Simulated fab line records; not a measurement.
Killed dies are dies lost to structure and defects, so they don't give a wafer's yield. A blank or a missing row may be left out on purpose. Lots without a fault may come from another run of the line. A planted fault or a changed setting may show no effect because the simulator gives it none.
Which tool did it? -- flow n5-finfet -- 72 wafers from 24 lots sampled at 5 of the route's 1938 steps

## WHAT THE GAUGES SHOWED, per wafer
N5_BEOL_M13_INSPECT_12: inspects for defects (macro). Usual: 2 for raw-defect-count, sd 1.4.
lot,measured,on,raw-defect-count,flag
L074,day 11 08:47,defect-inspect-01,4 2 0,
L075,day 11 18:32,defect-inspect-01,2 3 0,
L077,day 12 03:22,defect-inspect-01,2 1 4,
L076,day 12 13:25,defect-inspect-02,2 0 0,
L079,day 12 17:52,defect-inspect-02,1 2 3,
L080,day 12 18:05,defect-inspect-02,0 3 2,
L081,day 12 18:26,defect-inspect-02,3 1 5,
L082,day 13 09:45,defect-inspect-01,1 6 1,
L078,day 13 15:35,defect-inspect-02,2 1 1,
L083,day 13 18:59,defect-inspect-01,3 2 3,
L084,day 14 00:20,defect-inspect-02,6 1 3,
L085,day 14 21:29,defect-inspect-01,1 1 1,
L086,day 14 21:44,defect-inspect-01,2 2 2,
L088,day 15 05:47,defect-inspect-02,2 2 2,
L087,day 15 12:58,defect-inspect-02,2 4 1,
L090,day 16 02:00,defect-inspect-02,1 2 3,
L089,day 16 07:40,defect-inspect-02,1 1 2,
L091,day 16 09:21,defect-inspect-01,2 0 0,
L092,day 16 17:31,defect-inspect-02,1 1 1,
L095,day 17 02:14,defect-inspect-01,3 1 2,
L094,day 17 02:49,defect-inspect-02,3 0 3,
L093,day 17 05:49,defect-inspect-01,1 3 1,
L096,day 17 12:22,defect-inspect-02,3 5 3,
L097,day 17 13:55,defect-inspect-01,7 4 0,

N5_BEOL_M13_CD_MEAS_17: target cd 190 nm. Usual: 190.8 nm for cd-nm, sd 1.7.
lot,measured,on,cd-nm (nm),flag
L074,day 11 09:22,cd-sem-01,190.4 192.6 192.4,
L075,day 11 19:08,cd-sem-02,192.9 192.2 191.0,
L077,day 12 04:22,cd-sem-01,190.4 188.5 187.7,
L076,day 12 14:25,cd-sem-03,188.3 190.0 191.8,
L079,day 12 18:29,cd-sem-03,188.4 189.5 190.1,
L080,day 12 18:43,cd-sem-01,187.3 189.6 186.8,
L081,day 12 19:01,cd-sem-02,193.5 194.1 190.1,
L082,day 13 10:19,cd-sem-03,189.8 191.4 190.6,
L078,day 13 16:16,cd-sem-02,188.6 188.3 191.4,
L083,day 13 19:33,cd-sem-03,191.9 189.8 192.7,
L084,day 14 01:16,cd-sem-03,190.0 191.3 190.4,
L085,day 14 22:03,cd-sem-01,190.3 191.2 189.9,
L086,day 14 22:17,cd-sem-03,190.7 192.8 187.7,
L088,day 15 06:21,cd-sem-01,190.5 192.2 189.8,
L087,day 15 13:32,cd-sem-03,190.9 192.3 192.2,
L090,day 16 02:34,cd-sem-02,190.8 189.6 189.4,
L089,day 16 08:14,cd-sem-01,185.6 188.6 189.7,
L091,day 16 09:55,cd-sem-03,190.5 190.9 191.8,
L092,day 16 18:05,cd-sem-02,192.6 192.1 188.6,
L095,day 17 02:48,cd-sem-02,189.5 190.2 192.2,
L094,day 17 03:23,cd-sem-01,191.4 190.8 193.4,
L093,day 17 06:23,cd-sem-02,191.4 191.0 192.8,
L096,day 17 12:56,cd-sem-02,192.6 189.7 190.7,
L097,day 17 14:29,cd-sem-02,191.3 191.6 190.9,

N5_BEOL_M13_THK_MEAS_50: measures by xrf. Usual: for M13_THK the level is 417 nm and the standard deviation is 9.8.
lot,measured,on,M13_THK (nm),flag
L074,day 11 17:03,film-metro-01,433 412 411,
L075,day 12 00:22,film-metro-01,409 422 412,
L077,day 12 07:21,film-metro-01,427 429 413,
L076,day 12 17:22,film-metro-02,412 442 429,
L079,day 12 22:51,film-metro-02,429 421 430,
L080,day 12 23:59,film-metro-01,441 405 419,
L081,day 13 00:31,film-metro-01,408 403 403,
L082,day 13 15:29,film-metro-01,400 412 407,
L078,day 13 23:47,film-metro-02,415 446 413,
L083,day 14 00:07,film-metro-01,413 422 409,
L084,day 14 11:08,film-metro-02,424 439 425,
L085,day 15 01:31,film-metro-02,434 404 422,
L086,day 15 02:01,film-metro-02,437 409 421,
L088,day 15 09:03,film-metro-02,415 426 409,
L087,day 15 16:22,film-metro-01,429 412 408,
L090,day 16 06:28,film-metro-01,412 411 408,
L089,day 16 12:07,film-metro-02,415 422 405,
L091,day 16 13:28,film-metro-02,400 408 416,
L092,day 17 01:49,film-metro-02,430 415 416,
L095,day 17 06:31,film-metro-02,410 414 420,
L094,day 17 06:54,film-metro-02,426 417 426,
L093,day 17 10:41,film-metro-01,413 411 415,
L096,day 17 17:10,film-metro-02,418 415 411,
L097,day 17 17:34,film-metro-02,427 422 427,

N5_BEOL_M14_OVL_MEAS_11. Usual: for V13_OVL the level is -3 nm and the standard deviation is 5.7.
lot,measured,on,V13_OVL (nm),flag
L074,day 11 17:46,overlay-02,-3 -3 6,
L075,day 12 01:05,overlay-02,-14 -10 -13,
L077,day 12 08:11,overlay-02,-9 -10 3,
L076,day 12 18:13,overlay-01,-11 -10 -13,
L079,day 12 23:34,overlay-01,-4 7 -4,
L080,day 13 00:42,overlay-01,-6 4 -4,
L081,day 13 01:22,overlay-01,3 5 12,
L082,day 13 16:13,overlay-02,-3 -12 -10,
L078,day 14 00:30,overlay-01,-3 -1 -2,
L083,day 14 00:58,overlay-01,1 0 -7,
L084,day 14 11:51,overlay-01,-1 2 0,
L085,day 15 02:26,overlay-01,-4 -5 -4,
L086,day 15 02:44,overlay-02,0 7 2,
L088,day 15 09:46,overlay-01,-10 -7 -2,
L087,day 15 17:05,overlay-01,-6 -2 -5,
L090,day 16 07:11,overlay-01,5 12 6,
L089,day 16 12:50,overlay-01,-6 -10 -4,
L091,day 16 14:19,overlay-02,-3 -4 -4,
L092,day 17 02:34,overlay-02,-5 6 -8,
L095,day 17 07:16,overlay-02,5 -1 1,
L094,day 17 07:44,overlay-02,-6 2 -8,
L093,day 17 11:23,overlay-01,-9 -4 -10,
L096,day 17 17:55,overlay-02,-9 -1 -7,
L097,day 17 18:19,overlay-02,-1 -9 -2,

## EACH LOT AND THE TOOL THAT RAN IT (in order: tool; ch and the chambers of the sampled wafers; start)
lot,N5_BEOL_M13_STRIP_37
L074,"plasma-asher-01 ch 0,1, day 11 11:21"
L075,"plasma-asher-01 ch 0,1, day 11 20:43"
L077,"plasma-asher-01 ch 0,1, day 12 05:44"
L076,"plasma-asher-01 ch 0,1, day 12 15:35"
L079,"plasma-asher-02 ch 0,1, day 12 19:49"
L080,"plasma-asher-02 ch 0,1, day 12 19:53"
L081,"plasma-asher-01 ch 0,1, day 12 20:10"
L082,"plasma-asher-01 ch 0,1, day 13 11:23"
L078,"plasma-asher-02 ch 0, day 13 17:25"
L083,"plasma-asher-02 ch 0,1, day 13 20:36"
L084,"plasma-asher-02 ch 0,1, day 14 03:32"
L085,"plasma-asher-01 ch 0,1, day 14 23:19"
L086,"plasma-asher-02 ch 0,1, day 14 23:58"
L088,"plasma-asher-02 ch 0,1, day 15 07:31"
L087,"plasma-asher-02 ch 0,1, day 15 14:34"
L090,"plasma-asher-02 ch 1, day 16 03:43"
L089,"plasma-asher-02 ch 0, day 16 09:16"
L091,"plasma-asher-01 ch 0,1, day 16 10:57"
L092,"plasma-asher-01 ch 0,1, day 16 20:25"
L095,"plasma-asher-01 ch 0,1, day 17 03:50"
L094,"plasma-asher-02 ch 0,1, day 17 04:36"
L093,"plasma-asher-01 ch 0,1, day 17 07:25"
L096,"plasma-asher-02 ch 0,1, day 17 14:07"
L097,"plasma-asher-01 ch 0,1, day 17 15:31"
- N5_BEOL_M13_STRIP_37: strips in N2/H2.

## AS READ BY THE TOOLS THEMSELVES (means over the sampled wafers that have a number; for cases with no such wafer, the mark the record gives instead)
N5_BEOL_M13_STRIP_37. Usual: drypump-motor-current-A 5.7 A, standard deviation 0.49; heater-power-w 347 W, standard deviation 19; oes-product-au 0.786 a.u., standard deviation 0.012.
lot,tool,drypump-motor-current-A (A),heater-power-w (W),oes-product-au (a.u.),flag
L074,plasma-asher-01,5.6,360,0.778,
L075,plasma-asher-01,5.5,364,0.786,
L077,plasma-asher-01,6.0,345,0.779,
L076,plasma-asher-01,5.5,362,0.779,
L079,plasma-asher-02,5.6,340,0.793,
L080,plasma-asher-02,5.7,334,0.793,
L081,plasma-asher-01,6.0,349,0.784,
L082,plasma-asher-01,5.5,353,0.798,
L078,plasma-asher-02,5.8,330,0.792,
L083,plasma-asher-02,5.6,339,0.785,
L084,plasma-asher-02,5.6,344,0.781,
L085,plasma-asher-01,6.0,351,0.795,
L086,plasma-asher-02,5.7,336,0.786,
L088,plasma-asher-02,5.7,338,0.776,
L087,plasma-asher-02,5.7,332,0.785,
L090,plasma-asher-02,5.5,347,0.777,
L089,plasma-asher-02,5.8,328,0.790,
L091,plasma-asher-01,6.0,349,0.793,
L092,plasma-asher-01,6.0,350,0.786,
L095,plasma-asher-01,5.9,349,0.777,
L094,plasma-asher-02,5.6,346,0.793,
L093,plasma-asher-01,6.0,352,0.784,
L096,plasma-asher-02,5.6,341,0.804,
L097,plasma-asher-01,5.5,358,0.796,

## THE ANSWER, worked out from the rows above alone
Rule: a lot counts as off when the mean over its wafers that have a number is more than 3 standard deviations away from the usual mean. Also off: a lot with no number at a reading for which 4 or more lots have one. The other lots that the step has rows for count as sound. The gauges are gone through in route order, then the tools' own readings, and for those a lot's mean is taken as printed above. At the first step where some lot is off, the reading lying furthest off is the one used; lots without a number count as furthest.
No lot is off on any of the readings shown, so nothing can be concluded from this.

## WHAT THE SIMULATOR HAD INSERTED
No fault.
